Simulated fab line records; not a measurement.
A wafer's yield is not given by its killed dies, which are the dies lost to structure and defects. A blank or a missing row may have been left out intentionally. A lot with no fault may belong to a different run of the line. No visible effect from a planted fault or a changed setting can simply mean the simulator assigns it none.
Chamber matching / flow nand_harc / 4 sister chambers for NHARC_A_BLC_CMP_25 on cmp-01
The step polishes, t overpolish 30 s, target thk 150 nm. 18 wafers are shown with their chamber, then 9 later ones without.

== WAFERS PAIRED WITH THEIR CHAMBERS ==
wafer=L075.1; chamber=1; motor_current_A (A)=13.5; time_to_endpoint_s (s)=36; slurry_flow_ml_min=149.4
wafer=L075.3; chamber=2; motor_current_A (A)=12.7; time_to_endpoint_s (s)=36; slurry_flow_ml_min=150.4
wafer=L075.4; chamber=0; motor_current_A (A)=13.4; time_to_endpoint_s (s)=33; slurry_flow_ml_min=150.6
wafer=L077.1; chamber=0; motor_current_A (A)=12.9; time_to_endpoint_s (s)=26; slurry_flow_ml_min=150.5
wafer=L077.5; chamber=2; motor_current_A (A)=13.3; time_to_endpoint_s (s)=31; slurry_flow_ml_min=149.5
wafer=L077.6; chamber=1; motor_current_A (A)=13.9; time_to_endpoint_s (s)=31; slurry_flow_ml_min=150.6
wafer=L083.1; chamber=1; motor_current_A (A)=14.0; time_to_endpoint_s (s)=30; slurry_flow_ml_min=150.4
wafer=L083.4; chamber=0; motor_current_A (A)=12.3; time_to_endpoint_s (s)=28; slurry_flow_ml_min=149.5
wafer=L083.5; chamber=1; motor_current_A (A)=14.2; time_to_endpoint_s (s)=30; slurry_flow_ml_min=150.0
wafer=L082.1; chamber=0; motor_current_A (A)=13.0; time_to_endpoint_s (s)=28; slurry_flow_ml_min=150.6
wafer=L082.2; chamber=3; motor_current_A (A)=11.3; time_to_endpoint_s (s)=25; slurry_flow_ml_min=148.8
wafer=L082.6; chamber=1; motor_current_A (A)=14.5; time_to_endpoint_s (s)=30; slurry_flow_ml_min=150.0
wafer=L084.2; chamber=3; motor_current_A (A)=11.4; time_to_endpoint_s (s)=25; slurry_flow_ml_min=149.8
wafer=L084.3; chamber=2; motor_current_A (A)=12.6; time_to_endpoint_s (s)=35; slurry_flow_ml_min=150.2
wafer=L084.6; chamber=2; motor_current_A (A)=12.1; time_to_endpoint_s (s)=35; slurry_flow_ml_min=149.9
wafer=L085.1; chamber=3; motor_current_A (A)=11.7; time_to_endpoint_s (s)=29; slurry_flow_ml_min=150.2
wafer=L085.3; chamber=0; motor_current_A (A)=13.6; time_to_endpoint_s (s)=30; slurry_flow_ml_min=150.1
wafer=L085.6; chamber=1; motor_current_A (A)=13.7; time_to_endpoint_s (s)=33; slurry_flow_ml_min=149.4

SIGNATURES (averages over the wafers above)
reading=motor_current_A; chamber 0=13.040; chamber 1=13.967; chamber 2=12.675; chamber 3=11.467; scatter within a chamber=0.419
reading=time_to_endpoint_s; chamber 0=29.00; chamber 1=31.67; chamber 2=34.25; chamber 3=26.33; scatter within a chamber=2.43
reading=slurry_flow_ml_min; chamber 0=150.260; chamber 1=149.967; chamber 2=150.000; chamber 3=149.600; scatter within a chamber=0.509
Rule: for each reading, subtract the chamber's mean from the wafer's reading, divide by that reading's scatter and square the result; add these up over the readings and take the root, which gives the wafer's distance from the chamber. The wafer belongs to the nearest chamber; if the next one is less than 2 further off, it can't be placed. The scatter: the root of (the sum of the squares of (reading less its chamber's mean) over the shown wafers, divided by (wafers less chambers)).

== WAFERS WITH NO CHAMBER GIVEN ==
wafer=L090.1; motor_current_A (A)=13.1; time_to_endpoint_s (s)=29; slurry_flow_ml_min=149.7
wafer=L090.2; motor_current_A (A)=13.9; time_to_endpoint_s (s)=27; slurry_flow_ml_min=150.4
wafer=L090.3; motor_current_A (A)=12.8; time_to_endpoint_s (s)=32; slurry_flow_ml_min=150.1
wafer=L093.2; motor_current_A (A)=12.5; time_to_endpoint_s (s)=38; slurry_flow_ml_min=150.5
wafer=L093.3; motor_current_A (A)=11.7; time_to_endpoint_s (s)=29; slurry_flow_ml_min=149.7
wafer=L093.5; motor_current_A (A)=13.0; time_to_endpoint_s (s)=41; slurry_flow_ml_min=150.3
wafer=L096.1; motor_current_A (A)=12.7; time_to_endpoint_s (s)=36; slurry_flow_ml_min=150.7
wafer=L096.3; motor_current_A (A)=11.7; time_to_endpoint_s (s)=30; slurry_flow_ml_min=150.4
wafer=L096.5; motor_current_A (A)=12.7; time_to_endpoint_s (s)=31; slurry_flow_ml_min=149.5

== WHICH CHAMBER EACH WENT THROUGH ==
wafer=L090.1; from the rows above=can't be placed: 0 or 1 or 2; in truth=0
wafer=L090.2; from the rows above=can't be placed: 1 or 0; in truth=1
wafer=L090.3; from the rows above=can't be placed: 2 or 0 or 1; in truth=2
wafer=L093.2; from the rows above=2; in truth=2
wafer=L093.3; from the rows above=can't be placed: 3 or 2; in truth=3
wafer=L093.5; from the rows above=can't be placed: 2 or 1 or 0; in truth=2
wafer=L096.1; from the rows above=can't be placed: 2 or 0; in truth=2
wafer=L096.3; from the rows above=can't be placed: 3 or 2 or 0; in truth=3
wafer=L096.5; from the rows above=can't be placed: 2 or 0 or 1 or 3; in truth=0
Placed correctly: 1 of 9. Not placeable from these rows: 8 (in 8, the candidates include the true chamber). Number placed wrongly: 0.
